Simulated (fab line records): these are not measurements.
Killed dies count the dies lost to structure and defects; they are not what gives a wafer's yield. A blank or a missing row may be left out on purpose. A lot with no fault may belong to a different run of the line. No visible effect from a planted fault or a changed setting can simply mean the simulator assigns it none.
fab line records    flow n5_finfet
[record] lots = 6  wafers = 18  last_day = 14
route steps=1938 shown BEOL_M5@1165 BEOL_M6@1194 PASSIVATION@1936
lots that met no fault: from a run of the same line without faults
start_h: start of the lot's first displayed wafer, in hours after the record's first day    wait_h: hours from the lot's prior step to this one    " identical to the entry in the row above    L1.1+2: one row covering several wafers at once    - no value, or no start was given    * or withheld: withheld    < > ~ a bound
route shown NAME@n: names a module that has steps shown in the file, with the first one's number in the route    usual: mean/standard deviation taken from wafers without a fault    same: alike in all rows    chamber/n: place in a boat    sites: each site's reading    _std_site: how widely they spread, as a standard deviation    _edge_site: mean of outer sites minus mean of inner sites    radius_mm: how far each site lies from the wafer's centre    mask NAME#n: copy n    behind: the last tool/chamber to shape the wafer    hold: why the lot went on hold/how many hours it stayed there/how the hold came to an end    device: the n, p or np transistor that did not switch    end of line: tests run on the same wafers once the route is complete    a step with no rows: only its recipe    killed: the dies lost at the first sort to structure and to defects; this is not the yield of the wafer    map: shows each die of a wafer: x if killed, . if not, _ if none is there
set.NAME: the setting as run; set.NAME@STEP: as run at that earlier step    model.NAME: the simulator's own value behind a step, which no gauge read
a table for each step, a row for each wafer; lots at some steps of the route
services: from which hour (start_h, from the record's first day; less than 0 if before it) a tool's chamber was out of use, for how many hours, and why
[[steps]]
[step N5_BEOL_M5_SRD_40]
[recipe] time_s = 30  temp_c = 23  rinse_liquid = diw  dry = ipa_marangoni
[step N5_BEOL_M5_PRECLEAN_42]
[recipe] chemistry = residue_remover  time_s = 60  temp_c = 40
[step N5_BEOL_M5_SRD_43]
[recipe] time_s = 30  temp_c = 23  rinse_liquid = diw  dry = ipa_marangoni
[step N5_BEOL_M5_CD_MEAS_35]
[recipe] target_cd_nm = 28  target_cd_y_nm = 24  polarity = opening
[usual] cd_nm = 28.1/0.31
lot.wafer  tool       chamber  start_h  wait_h  cd_nm
L512.2     cd_sem-01  -        176.47   0.0     28.0
L512.4     "          -        "        "       27.9
L512.5     "          -        "        "       28.2
L511.1     cd_sem-01  -        179.72   0.0     28.0
L511.3     "          -        "        "       28.1
L511.6     "          -        "        "       27.9
L518.1     cd_sem-03  -        205.12   0.0     28.6
L518.5     "          -        "        "       27.7
L518.6     "          -        "        "       28.1
L517.1     cd_sem-03  -        208.52   0.0     28.7
L517.4     "          -        "        "       28.1
L517.5     "          -        "        "       28.0
L520.2     cd_sem-02  -        220.74   0.0     28.7
L520.4     "          -        "        "       28.3
L520.5     "          -        "        "       28.2
L521.2     cd_sem-01  -        232.29   0.0     27.4
L521.3     "          -        "        "       28.0
L521.4     "          -        "        "       27.5
[step N5_BEOL_M5_CURE_80]
[recipe] temp_c = 370  time_s = 120  ambient = DMADMS/He  material = SiCOH_lowk
[step N5_BEOL_M5_DEGAS_44]
[recipe] ambient = vacuum  temp_c = 250  time_s = 60
[step N5_BEOL_M5_PRE_CLEAN_45]
[recipe] gas = H2/He  time_s = 30  temp_c = 250
[step N5_BEOL_M5_ALD_86]
[recipe] material = TaN  target_thk_a = *  temp_c = 275  ald_precursor_family = PDMAT  ald_co_reactant = NH3  pressure_torr = 3  carrier_flow_sccm = 1500  pulse_time_s = 2  purge_time_s = 3  co_reactant_purge_time_s = 2  co_reactant_pulse_time_s = 3  ald_cycles = 30  precursor_vessel_temp_c = 75  precursor_vessel_pressure_torr = 26.25  precursor_vessel_carrier_sccm = 1000
[step N5_BEOL_M5_SURFACE_TREAT_87]
[recipe] gas = Ar  time_s = *  ion_energy_ev = *  ion_current_ma_cm2 = 0.5  pressure_mtorr = *  ar_flow_sccm = 30
[step N5_BEOL_M5_CVD_47]
[recipe] material = Co  target_thk_a = 30  temp_c = withheld  precursor = CCTBA/H2  pressure_torr = 30  time_s = 216
[step N5_BEOL_M5_SPUTTER_48]
[recipe] material = Cu  target_thk_a = 150  temp_c = -20  chamber_pressure_pa = 0.07  power_w = withheld  time_s = 27.62
[usual] substrate_temp_c = -19.98/0.11  throttle_valve_pct = 30.1/1.4
lot.wafer  tool            chamber  start_h  wait_h  substrate_temp_c  throttle_valve_pct
L512.2     pvd_sputter-02  -        179.15   1.1     -20.07            32.1
L512.4     "               -        "        "       -20.00            28.0
L512.5     "               -        "        "       -20.12            32.3
L511.1     pvd_sputter-03  -        180.95   0.1     -20.10            28.9
L511.3     "               -        "        "       -20.01            31.9
L511.6     "               -        "        "       -20.11            31.5
L518.1     pvd_sputter-03  -        206.46   0.1     -20.20            30.2
L518.5     "               -        "        "       -19.96            31.6
L518.6     "               -        "        "       -20.19            29.2
L517.1     pvd_sputter-01  -        209.50   0.1     -19.80            28.1
L517.4     "               -        "        "       -19.82            30.1
L517.5     "               -        "        "       -20.01            28.5
L520.2     pvd_sputter-01  -        224.41   0.2     -20.09            28.1
L520.4     "               -        "        "       -19.74            28.8
L520.5     "               -        "        "       -19.98            28.3
L521.2     pvd_sputter-01  -        234.50   0.1     -20.12            30.8
L521.3     "               -        "        "       -19.95            28.1
L521.4     "               -        "        "       -19.95            29.8
[step N5_BEOL_M5_ANNEAL_49]
[recipe] temp_c = 400  time_s = 1800  ambient = vacuum
[usual] heater_power_w = 867/76
lot.wafer  tool            chamber  start_h  wait_h  heater_power_w
L512.2     pvd_sputter-02  -        179.23   0.0     838
L512.4     "               -        "        "       934
L512.5     "               -        "        "       843
L511.1     pvd_sputter-03  -        181.03   0.0     803
L511.3     "               -        "        "       920
L511.6     "               -        "        "       849
L518.1     pvd_sputter-03  -        206.54   0.0     955
L518.5     "               -        "        "       837
L518.6     "               -        "        "       797
L517.1     pvd_sputter-01  -        209.58   0.0     698
L517.4     "               -        "        "       843
L517.5     "               -        "        "       710
L520.2     pvd_sputter-01  -        224.49   0.0     702
L520.4     "               -        "        "       948
L520.5     "               -        "        "       710
L521.2     pvd_sputter-01  -        234.58   0.0     851
L521.3     "               -        "        "       713
L521.4     "               -        "        "       830
[step N5_BEOL_M5_SPUTTER_81]
[recipe] material = Cu  target_thk_a = 150  temp_c = -20  chamber_pressure_pa = 0.07  power_w = withheld  time_s = 27.62
[usual] substrate_temp_c = -19.99/0.11  throttle_valve_pct = 30.1/1.4
lot.wafer  tool            chamber  start_h  wait_h  substrate_temp_c  throttle_valve_pct
L512.2     pvd_sputter-02  -        180.24   0.5     -20.03            32.2
L512.4     "               -        "        "       -19.91            27.8
L512.5     "               -        "        "       -19.99            32.2
L511.1     pvd_sputter-03  -        182.04   0.5     -19.89            29.1
L511.3     "               -        "        "       -20.00            31.9
L511.6     "               -        "        "       -19.87            31.6
L518.1     pvd_sputter-03  -        207.55   0.5     -20.05            29.9
L518.5     "               -        "        "       -20.30            31.5
L518.6     "               -        "        "       -19.97            29.0
L517.1     pvd_sputter-01  -        210.59   0.5     -20.15            28.5
L517.4     "               -        "        "       -20.01            30.1
L517.5     "               -        "        "       -20.15            28.3
L520.2     pvd_sputter-01  -        225.50   0.5     -20.01            28.4
L520.4     "               -        "        "       -19.91            28.5
L520.5     "               -        "        "       -19.89            28.2
L521.2     pvd_sputter-01  -        235.59   0.5     -19.90            31.0
L521.3     "               -        "        "       -20.09            28.5
L521.4     "               -        "        "       -19.86            29.6
[step N5_BEOL_M5_ANNEAL_82]
[recipe] temp_c = 400  time_s = 1800  ambient = vacuum
[step N5_BEOL_M5_SPUTTER_83]
[recipe] material = Cu  target_thk_a = 150  temp_c = -20  chamber_pressure_pa = 0.07  power_w = withheld  time_s = 27.62
[step N5_BEOL_M5_ANNEAL_84]
[recipe] temp_c = 400  time_s = 1800  ambient = vacuum
[step N5_BEOL_M5_SPUTTER_88]
[recipe] material = Cu  target_thk_a = 150  temp_c = -20  chamber_pressure_pa = 0.07  power_w = withheld  time_s = 27.62
[step N5_BEOL_M5_ANNEAL_89]
[recipe] temp_c = 400  time_s = 1800  ambient = vacuum
[usual] heater_power_w = 864/74
lot.wafer  tool            chamber  start_h  wait_h  heater_power_w
L512.2     pvd_sputter-02  -        182.49   0.0     828
L512.4     "               -        "        "       914
L512.5     "               -        "        "       833
L511.1     pvd_sputter-03  -        184.29   0.0     793
L511.3     "               -        "        "       901
L511.6     "               -        "        "       842
L518.1     pvd_sputter-03  -        209.80   0.0     946
L518.5     "               -        "        "       826
L518.6     "               -        "        "       766
L517.1     pvd_sputter-01  -        212.84   0.0     685
L517.4     "               -        "        "       813
L517.5     "               -        "        "       706
L520.2     pvd_sputter-01  -        227.75   0.0     717
L520.4     "               -        "        "       946
L520.5     "               -        "        "       710
L521.2     pvd_sputter-01  -        237.84   0.0     832
L521.3     "               -        "        "       707
L521.4     "               -        "        "       828
[step N5_BEOL_M5_SPUTTER_90]
[recipe] material = Cu  target_thk_a = 45  temp_c = -20  chamber_pressure_pa = 0.07  power_w = withheld  time_s = 8.29
[step N5_BEOL_M5_ECD_50]
[recipe] material = Cu  target_thk_a = 3000
[step N5_BEOL_M5_ANNEAL_51]
[recipe] temp_c = 225  time_s = 90  ambient = N2
[step N5_BEOL_M5_CMP_52]
[recipe] stop_on = SiCOH_lowk  t_overpolish_s = 6.9  down_force_psi = 1  platen_rpm = 50  clearing_platen_down_force_psi = 1.5  clearing_platen_rpm = 50  post_cmp_clean = cu_alkaline  target_thk_nm = 62  clearing_platen_pad_velocity_m_s = 0.99484  pad_velocity_m_s = 0.99484
[usual] barrier_field_endpoint_s = 24.8/0.63  edge_zone_pressure_frac = 1.000/0.0046  motor_current_A = 6.0/0.54  overpolish_run_s = 6.900/0.0087  time_to_endpoint_s = 63/3.5
lot.wafer  tool    chamber  start_h  wait_h  barrier_field_endpoint_s  edge_zone_pressure_frac  motor_current_A  overpolish_run_s  time_to_endpoint_s
L512.4     cmp-04  3        184.26   0.3     26.3                      1.003                    6.2              6.901             69
L512.2     "       0        "        "       25.2                      1.010                    5.4              6.911             67
L512.5     "       2        "        "       24.7                      1.003                    5.2              6.899             62
L511.1     cmp-02  2        185.84   0.3     24.0                      0.996                    5.7              6.892             60
L511.3     "       0        "        "       23.7                      0.996                    5.7              6.886             58
L511.6     "       2        "        "       23.9                      0.995                    5.5              6.910             60
L518.1     cmp-03  0        211.38   0.3     24.5                      1.000                    5.5              6.892             62
L518.6     "       2        "        "       24.5                      1.004                    6.2              6.889             64
L518.5     "       3        "        "       25.4                      0.997                    7.1              6.910             63
L517.1     cmp-03  2        214.36   0.3     25.8                      1.000                    6.5              6.905             68
L517.4     "       1        "        "       26.0                      1.002                    6.5              6.897             68
L517.5     "       2        "        "       25.5                      1.005                    6.4              6.913             64
L520.4     cmp-04  3        229.36   0.2     25.7                      0.998                    6.0              6.906             67
L520.2     "       1        "        "       25.6                      1.010                    6.0              6.906             70
L520.5     "       0        "        "       26.2                      0.992                    5.4              6.902             67
L521.4     cmp-03  3        239.35   0.1     24.5                      1.004                    7.1              6.906             63
L521.2     "       0        "        "       24.4                      0.997                    5.6              6.898             63
L521.3     "       2        "        "       24.7                      0.997                    6.4              6.906             61
[step N5_BEOL_M5_PRE_CLEAN_77]
[recipe] gas = NH3/H2  time_s = 15  temp_c = *  rf_power_w = 300
[usual] heater_power_w = 84/17
lot.wafer  tool       chamber  start_h  wait_h  heater_power_w
L512.2     cvd_co-01  1        184.55   0.0     81
L512.4     "          0        "        "       81
L512.5     "          2        "        "       48
L511.1     cvd_co-02  2        186.13   0.0     105
L511.3     "          0        "        "       78
L511.6     "          1        "        "       84
L518.1     cvd_co-02  2        211.64   0.0     108
L518.5     "          0        "        "       75
L518.6     "          1        "        "       85
L517.1     cvd_co-01  0        214.69   0.0     82
L517.4     "          2        "        "       47
L517.5     "          1        "        "       80
L520.2     cvd_co-02  1        229.74   0.1     86
L520.4     "          2        "        "       108
L520.5     "          0        "        "       78
L521.2     cvd_co-01  2        239.68   0.0     48
L521.3     "          0        "        "       82
L521.4     "          1        "        "       82
[step N5_BEOL_M5_CO_CAP_78]
[recipe] material = Co  target_thk_a = 20  temp_c = 200  precursor = CCTBA/H2  pressure_torr = 30  time_s = 102.1
[step N5_BEOL_M5_PRE_CLEAN_55]
[recipe] gas = NH3  time_s = 15  temp_c = withheld  rf_power_w = 300
[step N5_BEOL_M5_DEP_56]
[recipe] material = SiCN  target_thk_a = 80  temp_c = withheld  precursor = 3MS/NH3  pressure_torr = 3  rf_w = 202  time_s = 14
[step N5_BEOL_M5_RS_MEAS_57]
[recipe] thk_meas_gauge = four-point-probe  reads = Co_of_BEOL_M5_CO_CAP_78+Cu_of_BEOL_M5_ECD_50+Co_of_BEOL_M5_CVD_47+TaN_of_BEOL_M5_ALD_86
[usual] M5_RS = 0.388/0.013
lot.wafer  tool           chamber  start_h  wait_h  M5_RS[ohm/sq]
L512.2     film_metro-01  -        184.78   0.1     0.383
L512.4     "              -        "        "       0.374
L512.5     "              -        "        "       0.388
L511.1     film_metro-01  -        186.36   0.0     0.395
L511.3     "              -        "        "       0.384
L511.6     "              -        "        "       0.386
L518.1     film_metro-01  -        211.89   0.1     0.372
L518.5     "              -        "        "       0.376
L518.6     "              -        "        "       0.376
L517.1     film_metro-01  -        214.91   0.0     0.394
L517.4     "              -        "        "       0.366
L517.5     "              -        "        "       0.386
L520.2     film_metro-02  -        229.96   0.1     0.363
L520.4     "              -        "        "       0.370
L520.5     "              -        "        "       0.373
L521.2     film_metro-02  -        239.91   0.1     0.391
L521.3     "              -        "        "       0.404
L521.4     "              -        "        "       0.385
[step N5_BEOL_M6_ILD_DEP_00]
[recipe] material = SiCOH_lowk  target_thk_a = 1797.5  temp_c = 300  precursor = DEMS/porogen  pressure_torr = 5  rf_w = 500  time_s = 33.4
[step N5_BEOL_M6_CURE_74]
[recipe] temp_c = 385  time_s = 240  ambient = He/Ar  material = SiCOH_lowk
[step N5_BEOL_M6_THK_MEAS_01]
[recipe] reads = SiCOH_lowk_of_BEOL_M6_ILD_DEP_00
[usual] M6_ILD_THK = 155.1/2
lot.wafer  tool           chamber  start_h  wait_h  M6_ILD_THK[nm]
L512.2     film_metro-02  -        185.42   0.4     155.1
L512.4     "              -        "        "       157.4
L512.5     "              -        "        "       157.6
L511.1     film_metro-02  -        187.00   0.4     154.0
L511.3     "              -        "        "       152.9
L511.6     "              -        "        "       154.5
L518.1     film_metro-02  -        212.53   0.4     154.7
L518.5     "              -        "        "       158.2
L518.6     "              -        "        "       158.9
L517.1     film_metro-01  -        215.58   0.4     151.2
L517.4     "              -        "        "       154.1
L517.5     "              -        "        "       153.7
L520.2     film_metro-01  -        230.60   0.4     155.3
L520.4     "              -        "        "       158.5
L520.5     "              -        "        "       157.9
L521.2     film_metro-01  -        240.55   0.4     151.8
L521.3     "              -        "        "       155.8
L521.4     "              -        "        "       155.7
[step N5_BEOL_M6_PECVD_70]
[recipe] material = SiO2  target_thk_a = 200  temp_c = 400  precursor = TEOS/O2  pressure_torr = 5.5  rf_w = 450  teos_flow_sccm = 53.8  gas = O2  flow_sccm = 3000  time_s = 22.7
[step N5_BEOL_M6_HM_DEP_02]
[recipe] material = TiN  target_thk_a = 200  temp_c = 25  chamber_pressure_pa = 0.49996
[step N5_BEOL_M6_COAT_59]
[recipe] resist = SOC  temp_c = 250  time_s = 60  spin_rpm = 1500  resist_thk_nm = 100
[step N5_BEOL_M6_COAT_60]
[recipe] resist = SiARC  temp_c = 220  time_s = 60  spin_rpm = 1500  resist_thk_nm = 35
[step N5_BEOL_M6_COAT_05]
[recipe] resist = CAR-ArF  spin_rpm = 1500  resist_thk_nm = 90
[step N5_BEOL_M6_EBR_07]
[recipe] solvent = PGMEA  ebr_width_mm = 1.5
[step N5_BEOL_M6_SOFTBAKE_06]
[recipe] temp_c = 110  time_s = 60  resist = CAR-ArF
[step N5_BEOL_M6_EXPOSE_08]
[recipe] mask_id = M6  na = 1.35  source_shape = dipole  sigma_inner = 0.817  sigma_outer = 0.97  polarization = te  dose_mj = 68.25
[step N5_BEOL_M6_PEB_09]
[recipe] peb_temp_c = withheld  peb_time_s = 60  resist = CAR-ArF
[step N5_BEOL_M6_DEVELOP_10]
[recipe] develop_time_s = 30  developer = TMAH  resist = CAR-ArF  rinse_liquid = diw  dry = air_spin  dev_temp_c = 23
[step N5_PASSIVATION_PROBE_49]
[usual] defect_limited_yield = 91.5/1.4  killed_at_M0_to_M3 = 32/9.7  killed_at_M4_up = 14/5.3  killed_at_contacts = 11/6  killed_at_front_end = 39/14  killed_at_other = 3.3/2.7  killed_dies = 100/17  killed_open = 66/13  killed_short = 32/7.4  sort_bin_5_function = 4.9/0.9  sort_bin_6_memory = 3.2/0.72  sort_n_pass = 1080/17  sort_yield_pct = 91.5/1.4
[same] gross_dies = 1180  killed_at_back_side = 0  sort_bin_4_leakage[%] = 0  sort_bin_8_speed[%] = 0
lot.wafer  tool       chamber  start_h  wait_h  defect_limited_yield[%]  killed_at_M0_to_M3  killed_at_M4_up  killed_at_contacts  killed_at_front_end  killed_at_other  killed_dies  killed_open  killed_short  sort_bin_5_function[%]  sort_bin_6_memory[%]  sort_n_pass  sort_yield_pct[%]
L520.2     prober-02  -        322.86   0.1     80.6                     30                  161              11                  27                   0                229          53           28            11.8                    4.3                   951          80.6
L520.5     prober-02  -        323.01   0.2     79.2                     21                  172              23                  30                   0                246          70           26            13.1                    4.7                   934          79.2
L521.3     prober-01  -        328.79   0.1     80.0                     15                  163              9                   48                   1                236          57           25            12.2                    4.2                   944          80.0
// killed by level:class
L520.2 BEOL_M5:unspecified=147 BEOL_M2:geometric_particle:open=9 BEOL_M3:geometric_particle:open=8 MOL_CONTACT_COAG:geometric_particle:open=7 FIN_SAQP:geometric_particle:open=6 FIN_SAQP:geometric_particle:short=6 STI_FIN_REVEAL:geometric_particle:open=4 DUMMY_GATE:geometric_particle:open=4
L520.5 BEOL_M5:unspecified=149 MOL_CONTACT_COAG:geometric_particle:open=14 BEOL_M4:geometric_particle:open=13 STI_FIN_REVEAL:geometric_particle:open=9 MOL_CONTACT_COAG:geometric_particle:short=9 STARTING-WAFER:geometric_particle:open=7 BEOL_M2:geometric_particle:open=6 BEOL_M3:geometric_particle:open=5
L521.3 BEOL_M5:unspecified=152 STI_FIN_REVEAL:geometric_particle:open=15 FIN_SAQP:geometric_particle:short=11 FIN_SAQP:geometric_particle:open=10 MOL_CONTACT_COAG:geometric_particle:open=8 BEOL_M4:geometric_particle:open=5 BEOL_M0_SAQP:geometric_particle:short=4 BEOL_M0_SAQP:geometric_particle:open=3
// map L520.5 (x killed, . not)
_________________x...........________________
______________..x.x............._____________
___________..............x...x...xx__________
__________...x......x...x....x......_________
________..x....x..x..................._______
_______........x......x....x....x..x...______
______......x...x.............xx....xx.._____
_____.......................x............____
____.......................x...........xx.___
___......x.....x.........x.................__
___.x...x...x..........................x...__
__..................x....x.................._
__...x..........................x..........._
_..................x.................x...x...
_...x.x................................x.....
_.x.........x................xx..............
_............xx..............................
_......x..x...x.........................x....
_......x....xx.xx..x..................xx.....
_......x...xx....x..x..x....x................
_.......xxx..x.xxx.x........x.x.........x....
__......xxxxxxxxxxxx...x..x....x....x......._
__....xxx.xxxxxxxxxxxx.......x.x..xx........_
___....xxxxxxxxxxxxxxx...............x.x...__
___.....xxxxxxxxxxxx.x..x...........x......__
____..x.xxxxxxxxxxxxxxx....x...x....x....x___
_____...xxxxxxxxxxxxxxx.x................____
______..xxxxxxxxxxxxxxx................._____
_______xxxxxxxxxxxxxx.................x______
________xxxxxxxxxxxx...x...........x.._______
__________.xxxxx.x.x.........x......_________
___________x.xx.xx..x..............__________
______________........x........._____________
_________________....xx......________________
// map L521.3 (x killed, . not)
_________________............________________
______________....x............._____________
___________................x...x...__________
__________...........x.............._________
________..x................x.x....x..._______
_______x........x..x...........x.x...xx______
______..x...............x..............._____
_____..x...........x.......x.......x.....____
____............x.x.....x.................___
___...................x....................__
___.....x........x...........x.......x...x.__
__..xx..............x.............x........x_
__............x..........x.................._
_.................x..........................
_.......xx.............x.....................
_...............x.x.........x.....x...x......
_............................................
_x............x..x....................x....x.
_............xx...x..........................
_x........x...xx.........................x...
_...xx...x.x.xxxxxx...............x..........
__.x.xx.x.xxxxxxxxxx...........x..x........._
__.....x.xxxxxxxxxxx.xx....................._
___.....xxxxxxxxxxxxxxxx....x...x..........__
___...xxxxxxxxxxxxxxxx..........x....x.....__
____.xxxxxxxxxxxxxxxxx.............x...x..___
_____..xxxxxxxxxxxxx.x....x..............____
______xxxxxxxxxxxxxxx.......x.....x....._____
_______xxxxxxxxxxxxxxx..........xx.....______
________.xxxxxxxxxxx.................._______
__________xxxxxxxxx.x.........x...x._________
___________xx.xx.....xx............__________
______________..x.x.x..........._____________
_________________............________________
[[services]]
tool    chamber  start_h  hours  kind
cmp-04  -        158.74   3.8    repair
cmp-02  -        178.01   4.0    pm
cmp-02  -        182.01   -      consumable_replace:conditioner
cmp-02  -        182.01   -      consumable_replace:pad
cmp-03  -        184.14   4.0    pm
cmp-03  -        188.14   -      consumable_replace:conditioner
cmp-03  -        188.14   -      consumable_replace:pad
cmp-02  -        210.96   1.2    repair
cmp-04  -        219.35   4.8    pm
cmp-04  -        230.39   0.8    repair
[[key]]
[first_sign] step = N5_PASSIVATION_PROBE_49  reading = killed_at_M4_up  direction = up  sigmas = 28  usual = 14  struck = 165
[effect] step = N5_PASSIVATION_PROBE_49  reading = killed_dies  direction = up  sigmas = 8  usual = 100  struck = 237
[more_kills_born_at] N5_BEOL_M5_SPUTTER_81@pvd_sputter-01 = 448
met_at N5_BEOL_M5_SPUTTER_81
struck_wafers L520.2,L520.5,L521.3
onset_between 210.59 225.50
[fault] kind = chamber_particle_source  tool = pvd_sputter-01  chamber = -  onset_h = 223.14  steps = N5_BEOL_M5_SPUTTER_81  rate_per_visit_cm2 = 1.7819  end_h = 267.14  scope = struck_wafers_only
